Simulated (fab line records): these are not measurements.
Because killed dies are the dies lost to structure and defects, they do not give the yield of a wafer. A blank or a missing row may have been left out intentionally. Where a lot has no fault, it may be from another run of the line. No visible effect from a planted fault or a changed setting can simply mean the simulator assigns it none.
Matching of chambers | flow nand_harc | 4 sister chambers for NHARC_A_STAIRCASE_TRIM_220 on rie_diel-01
The step chemistry O2, time 211.2 s. 4 wafers are shown with their chamber, then 8 later ones without.

EACH WAFER AND ITS CHAMBER
wafer  | chamber | drypump_motor_current_A (A)
L077.6 | 1       | 5.7
L087.5 | 0       | 5.9
L087.6 | 3       | 6.3
L090.2 | 2       | 5.9

WAFERS WITH NO CHAMBER GIVEN
wafer  | drypump_motor_current_A (A)
L090.3 | 5.7
L090.4 | 5.9
L091.2 | 5.9
L091.5 | 6.3
L091.6 | 5.9
L093.2 | 5.7
L093.4 | 5.7
L093.5 | 6.4

WHICH CHAMBER EACH WENT THROUGH
wafer  | from the rows above     | in truth
L090.3 | 1                       | 1
L090.4 | can't be placed: 0 or 2 | 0
L091.2 | can't be placed: 0 or 2 | 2
L091.5 | 3                       | 3
L091.6 | can't be placed: 0 or 2 | 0
L093.2 | 1                       | 1
L093.4 | 1                       | 1
L093.5 | 3                       | 3
Placed correctly: 5 of 8. Cannot be placed on the basis of these rows: 3; the candidates contain the true chamber in 3. Placed wrongly: 0.
How it was worked out, from the rows above alone: a wafer's distance from a chamber is the root of the sum, over the readings, of the square of ((its reading less the chamber's mean) divided by the reading's scatter). If the next closest chamber is less than 2 further off than the closest, the wafer can't be placed; otherwise it belongs to the closest. Each chamber's mean is taken over the wafers shown for it. The scatter (one wafer shown for each chamber): square how far every hidden wafer sits from the nearest shown wafer, average those squares and take the square root.
